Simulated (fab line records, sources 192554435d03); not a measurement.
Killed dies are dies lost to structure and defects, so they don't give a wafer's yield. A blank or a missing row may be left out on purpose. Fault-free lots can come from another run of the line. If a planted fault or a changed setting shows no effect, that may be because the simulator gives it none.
Struck lot and sound lot, side by side || flow n5 finfet || 39 out of 1938 route steps
Sound: wafers L397.2, L397.3, L397.4. The struck wafers were L401.3, L401.4, L401.5. At the end, the cause is stated.
Order at every step that has rows: each side's tool, ch and its chambers, its first start. Under that, the readings that differ: sound wafers || struck wafers || difference of the means || sigmas: that difference in standard deviations of wafers without a fault.
alike: readings whose means differ by less than 2 such deviations, and words and numbers that are the same on both sides. not compared: withheld readings, readings that some wafer has no value for, bounds like >300 that may hide the same value, and numbers for which the record gives no deviation and whose values overlap.
A row with sigmas, a row that says differs or no value, or rows on one side alone: a step with any of these is where the two part. Non-overlapping numbers with no deviation appear without sigmas and do not part them. A reading missing from all wafers of one side parts the sides only when that side holds two or more wafers.

first, 11 steps without rows for these wafers: N5_FIN_CUT_STRIP_31 (strips in N2/H2); N5_FIN_CUT_STRIP_24 (strips in CF4); N5_FIN_CUT_CUT_ETCH_26 (etches SiNx in CH3F/O2, target depth 39 nm, time 55.7 s); N5_FIN_CUT_CUT_ETCH_27 (etches SiO2 in CHF3/O2, target depth 4 nm, overetch 2 nm, time 4.9 s); N5_FIN_CUT_PRECLEAN_35 (cleans in vHF, time 13.3 s); N5_FIN_CUT_CUT_ETCH_15 (etches Si in HBr/Cl2/O2, target depth 100 nm, bt time 10 s, time 42.4 s); N5_FIN_CUT_CUT_ETCH_28 (etches Si in HBr/Cl2/O2, target depth 6 nm, time 2.4 s); N5_FIN_CUT_STRIP_22 (strips in N2/H2); N5_FIN_CUT_PRECLEAN_36 (cleans in O3/DIW, time 60 s); N5_FIN_CUT_SRD_32 (time 30 s); N5_FIN_CUT_UV_OZONE_34 (time 120 s).
N5_STI_FIN_REVEAL_ALD_00: deposits SiO2, target thk 1 nm, pulse time 1 s.
  sound on ald sin-04 ch 1,2,3, day 2 17:02; struck on ald sin-01 ch 0,2,3, day 3 16:24
  no value came back on the struck wafers for chamber pressure Torr (Torr), heater power outer w (W), heater power w (W), precursor pulse height rel; on the sound wafers chamber pressure Torr (Torr) reads 2.004 2.002 1.994
then, 25 steps without rows for these wafers: N5_STI_FIN_REVEAL_ALD_14 (deposits Si3N4, target thk 3 nm); N5_STI_FIN_REVEAL_FCVD_FILL_01 (material SiO2 flowable, target thk 312 nm, time 512.2 s); N5_STI_FIN_REVEAL_DENSIFY_02 (time 1800 s); N5_STI_FIN_REVEAL_CMP_04 (polishes, stops on Si3N4, t overpolish 4 s, target thk 131.83 nm); N5_STI_FIN_REVEAL_DENSIFY_30; N5_STI_FIN_REVEAL_ETCHBACK_08 (etches SiO2 in C4F6/O2, target depth 30.5 nm, time 10.167 s); N5_STI_FIN_REVEAL_STRIP_24 (strips in N2/H2, time 90 s); N5_STI_FIN_REVEAL_PRECLEAN_25 (cleans in SPM, time 90 s); N5_STI_FIN_REVEAL_PRECLEAN_26 (cleans in SC1, time 45 s); N5_STI_FIN_REVEAL_PRECLEAN_29 (cleans in DHF, time 30 s); N5_STI_FIN_REVEAL_SRD_12 (time 30 s); N5_STI_FIN_REVEAL_RECESS_09 (chemistry HF/NH3, target SiO2, afs cycles 11, target depth 42.5 nm, sublimation time 60 s); N5_STI_FIN_REVEAL_STRIP_16 (strips SiNx in H3PO4, target depth 23.8 nm); N5_STI_FIN_REVEAL_PRECLEAN_17 (cleans in NF3:NH3, afs cycles 1, time 20 s, sublimation time 60 s); N5_STI_FIN_REVEAL_ETCH_34 (etches Si in H2, material Si, target depth 0.97 nm); N5_STI_FIN_REVEAL_OXIDATION_31 (chemistry O2 PLASMA REMOTE, time 20 s); N5_STI_FIN_REVEAL_PRECLEAN_32 (cleans in NF3:NH3, afs cycles 1, time 20 s, sublimation time 60 s); N5_STI_FIN_REVEAL_STRIP_35 (strips Si3N4 in H3PO4, target depth 4 nm, time 39 s); N5_STI_FIN_REVEAL_SRD_21 (time 30 s); N5_STI_FIN_REVEAL_OXIDATION_33 (chemistry O2 PLASMA REMOTE, time 20 s); N5_STI_FIN_REVEAL_CLEAN_19 (cleans in O3/DIW, time 120 s); N5_STI_FIN_REVEAL_SRD_23 (time 30 s); N5_STI_FIN_REVEAL_PRECLEAN_18 (cleans in SC2, time 45 s); N5_STI_FIN_REVEAL_SRD_28 (time 30 s); N5_DUMMY_GATE_PRECLEAN_00 (cleans in O3/DIW, time 60 s).
-- the record jumps here: 7 days lie between the struck wafers' starts before and after (it left off in module DUMMY_GATE and takes up again in module BEOL_M4, whose first step shown is number 1111 of the route) --
N5_BEOL_M4_RC_MEAS_101:
  sound on prober-02 ch 0, day 8 20:32; struck on prober-02 ch 0, day 10 15:11
  alike: DIBL_N, DIBL_P, IOFF_N, IOFF_P, ION_N, ION_P, SS_N, SS_P, VT_N, VT_P
-- the record jumps here: 4 days lie between the struck wafers' starts before and after (it left off in module BEOL_M4 and takes up again in module PASSIVATION, whose first step shown is number 1936 of the route) --
N5_PASSIVATION_PROBE_49:
  sound on prober-02, day 13 15:13; struck on prober-01, day 14 23:25
{"reading": "defect limited yield (%)", "sound": "93.6 91.1 91.6", "struck": "80.3 80.0 79.5", "difference": -12.2, "sigmas": -8}
{"reading": "killed_at_M0_to_M3", "sound": "15 34 28", "struck": "68 60 49", "difference": "+33", "sigmas": "+3"}
{"reading": "killed at front end", "sound": "23 45 34", "struck": "130 149 164", "difference": "+114", "sigmas": "+10"}
{"reading": "killed dies", "sound": "75 105 99", "struck": "233 236 242", "difference": "+144", "sigmas": "+8"}
{"reading": "killed on rim", "sound": "2 11 15", "struck": "60 57 51", "difference": "+47", "sigmas": "+11"}
{"reading": "killed short", "sound": "18 32 28", "struck": "44 39 45", "difference": "+17", "sigmas": "+2"}
{"reading": "sort_bin_5_function (%)", "sound": "3.1 5.8 4.2", "struck": "15.9 16.7 15.8", "difference": "+11.8", "sigmas": "+12"}
{"reading": "sort n pass", "sound": "1105 1075 1081", "struck": "947 944 938", "difference": -144, "sigmas": -8}
{"reading": "sort yield pct (%)", "sound": "93.6 91.1 91.6", "struck": "80.3 80.0 79.5", "difference": -12.2, "sigmas": -8}
  alike: killed_at_M4_up, killed at contacts, killed at other, killed open, sort_bin_6_memory

## WHERE THEY PART
At N5_STI_FIN_REVEAL_ALD_00 first; at N5_PASSIVATION_PROBE_49 last (within this record only).

WHY: the cause the simulator had injected
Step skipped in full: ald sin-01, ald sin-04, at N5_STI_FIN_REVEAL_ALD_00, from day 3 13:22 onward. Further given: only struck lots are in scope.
